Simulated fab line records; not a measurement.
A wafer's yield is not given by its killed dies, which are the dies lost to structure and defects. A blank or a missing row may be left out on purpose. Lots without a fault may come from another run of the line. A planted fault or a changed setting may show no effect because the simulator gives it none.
Chamber matching :: flow nand_harc :: pecvd-03 running NHARC_A_STAIRCASE_DEP_280: 3 sister chambers
The step deposits SiON, target thk 30 nm. 6 wafers are shown with their chamber, then 7 later ones without.

WAFERS WITH THEIR CHAMBER
wafer: L455.3
chamber: 0
heater_power_outer_w (W): 482
heater_power_w (W): 784

wafer: L456.4
chamber: 1
heater_power_outer_w (W): 506
heater_power_w (W): 787

wafer: L457.4
chamber: 0
heater_power_outer_w (W): 478
heater_power_w (W): 810

wafer: L457.5
chamber: 1
heater_power_outer_w (W): 567
heater_power_w (W): 873

wafer: L460.2
chamber: 2
heater_power_outer_w (W): 545
heater_power_w (W): 866

wafer: L460.5
chamber: 2
heater_power_outer_w (W): 526
heater_power_w (W): 889

WAFERS MISSING THEIR CHAMBER
wafer: L460.6
heater_power_outer_w (W): 412
heater_power_w (W): 711

wafer: L468.2
heater_power_outer_w (W): 568
heater_power_w (W): 904

wafer: L468.3
heater_power_outer_w (W): 545
heater_power_w (W): 890

wafer: L468.6
heater_power_outer_w (W): 417
heater_power_w (W): 722

wafer: L470.1
heater_power_outer_w (W): 445
heater_power_w (W): 715

wafer: L470.5
heater_power_outer_w (W): 521
heater_power_w (W): 841

wafer: L470.6
heater_power_outer_w (W): 525
heater_power_w (W): 850

CHAMBER TAKEN BY EACH
wafer: L460.6
from the rows above: 0
in truth: 0

wafer: L468.2
from the rows above: can't be placed: 2 or 1
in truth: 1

wafer: L468.3
from the rows above: can't be placed: 2 or 1
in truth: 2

wafer: L468.6
from the rows above: 0
in truth: 0

wafer: L470.1
from the rows above: 0
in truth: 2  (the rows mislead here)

wafer: L470.5
from the rows above: can't be placed: 1 or 2 or 0
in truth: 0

wafer: L470.6
from the rows above: can't be placed: 1 or 2 or 0
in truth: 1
Placed correctly: 2 of 7. Unplaceable from these rows: 4, with the true chamber sitting among the candidates in 4. 1 placed wrongly.
How it was worked out, from the rows above alone: a wafer's distance from a chamber is the root of the sum, over the readings, of the square of ((its reading less the chamber's mean) divided by the reading's scatter). If the next closest chamber is less than 2 further off than the closest, the wafer can't be placed; otherwise it belongs to the closest. The mean given for a chamber averages the wafers shown for that chamber. The scatter: take each reading less its chamber's mean, square it, sum over the shown wafers, divide by the number of wafers less the number of chambers, and take the root.
